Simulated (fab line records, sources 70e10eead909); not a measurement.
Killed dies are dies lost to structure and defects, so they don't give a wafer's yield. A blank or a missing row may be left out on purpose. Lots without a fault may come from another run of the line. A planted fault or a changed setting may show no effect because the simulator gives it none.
Which tool did it? | flow nand_harc | 7 lots, 21 wafers sampled, at 2 steps of a route of 1159

WHAT THE GAUGES READ, wafer by wafer
NHARC_A_ONON_D1_THK_MEAS_14: measures by ellipsometry.
lot  | measured     | on            | thk_nm (nm)
L744 | day 8 04:38  | film_metro-01 | 980 981 981
L748 | day 8 14:24  | film_metro-01 | 995 995 995
L752 | day 9 19:46  | film_metro-02 | 1023 1024 1023
L756 | day 11 00:07 | film_metro-01 | 993 993 995
L760 | day 11 23:28 | film_metro-01 | 996 994 995
L763 | day 12 22:05 | film_metro-01 | 997 999 999
L765 | day 13 05:31 | film_metro-02 | 995 996 995

WHICH TOOL RAN EACH LOT (tool, then ch and the chambers of the sampled wafers, then the start)
lot  | NHARC_A_ZERO_WELL_RTA_16
L744 | rtp_anneal-01 ch 0, day 7 02:25
L748 | rtp_anneal-02 ch 0, day 7 16:21
L752 | rtp_anneal-02 ch 0, day 8 19:48
L756 | rtp_anneal-01 ch 0, day 9 22:50
L760 | rtp_anneal-01 ch 0, day 10 23:34
L763 | rtp_anneal-01 ch 0, day 11 22:23
L765 | rtp_anneal-02 ch 0, day 12 06:10
- NHARC_A_ZERO_WELL_RTA_16: time 10 s.

THE ANSWER, worked out from the rows above alone
Rule: what is usual is taken from the lots themselves. Put in order of their means at a reading, lots are off if they are a third of the lots or fewer, leave a main group of 4 or more, and stand apart from it by a gap of 3 or more times the standard deviation of the main group's means; of several such gaps the widest counts. A main group whose means are all the same, to the digits that the tables above print for the reading, isn't used. A lot without any number at a reading at which 4 lots or more have one is off too. The other lots that the step has rows for count as sound.
Off: L752, at NHARC_A_ONON_D1_THK_MEAS_14 (thk_nm). The main group: mean 993 nm, standard deviation 5.7.
A tool fits if, at a process step before that reading, it ran every lot that is off, and no sound lot after the first of them. The gauges at NHARC_A_ONON_D1_THK_MEAS_14 are tried like those tools. None of those tried fits.

WHAT THE SIMULATOR HAD PUT IN
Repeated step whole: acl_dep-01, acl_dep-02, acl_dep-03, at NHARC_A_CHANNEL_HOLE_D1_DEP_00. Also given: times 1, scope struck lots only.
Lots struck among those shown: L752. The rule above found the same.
